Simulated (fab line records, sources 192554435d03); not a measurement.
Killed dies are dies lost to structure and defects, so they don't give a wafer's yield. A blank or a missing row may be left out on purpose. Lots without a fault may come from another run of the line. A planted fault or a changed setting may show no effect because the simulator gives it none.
Which tool did it? | flow n5_finfet | 12 lots, 36 wafers sampled, at 1 step of a route of 1938

WHAT THE GAUGES READ, wafer by wafer
N5_BEOL_M15_CD_MEAS_10: target cd 360 nm.
lot  | measured     | on        | cd_nm (nm)
L075 | day 11 15:55 | cd_sem-03 | 360.6 362.0 359.2
L078 | day 12 12:56 | cd_sem-03 | 363.3 362.7 361.4
L079 | day 13 02:45 | cd_sem-02 | 359.1 363.4 360.8
L082 | day 13 08:19 | cd_sem-02 | 363.2 362.5 364.8
L083 | day 13 18:10 | cd_sem-02 | 363.8 362.5 361.2
L085 | day 14 15:44 | cd_sem-03 | 360.1 364.0 359.7
L084 | day 14 16:22 | cd_sem-03 | 359.2 358.2 361.2
L090 | day 16 00:43 | cd_sem-03 | 362.1 359.2 360.3
L092 | day 16 05:59 | cd_sem-01 | 361.0 358.9 363.4
L094 | day 16 14:37 | cd_sem-01 | 361.3 359.8 360.5
L095 | day 16 18:47 | cd_sem-01 | 362.1 361.1 361.1
L097 | day 17 04:26 | cd_sem-01 | 361.5 361.0 363.7

WHICH TOOL RAN EACH LOT (tool, then ch and the chambers of the sampled wafers, then the start)
The record holds no process step before these readings.

THE ANSWER, worked out from the rows above alone
Rule: what is usual is taken from the lots themselves. Put in order of their means at a reading, lots are off if they are a third of the lots or fewer, leave a main group of 4 or more, and stand apart from it by a gap of 3 or more times the standard deviation of the main group's means; of several such gaps the widest counts. A main group whose means are all the same, to the digits that the tables above print for the reading, isn't used. A lot without any number at a reading at which 4 lots or more have one is off too. The other lots that the step has rows for count as sound.
No lot is off at any reading shown: from this, nothing can be told.

WHAT THE SIMULATOR HAD PUT IN
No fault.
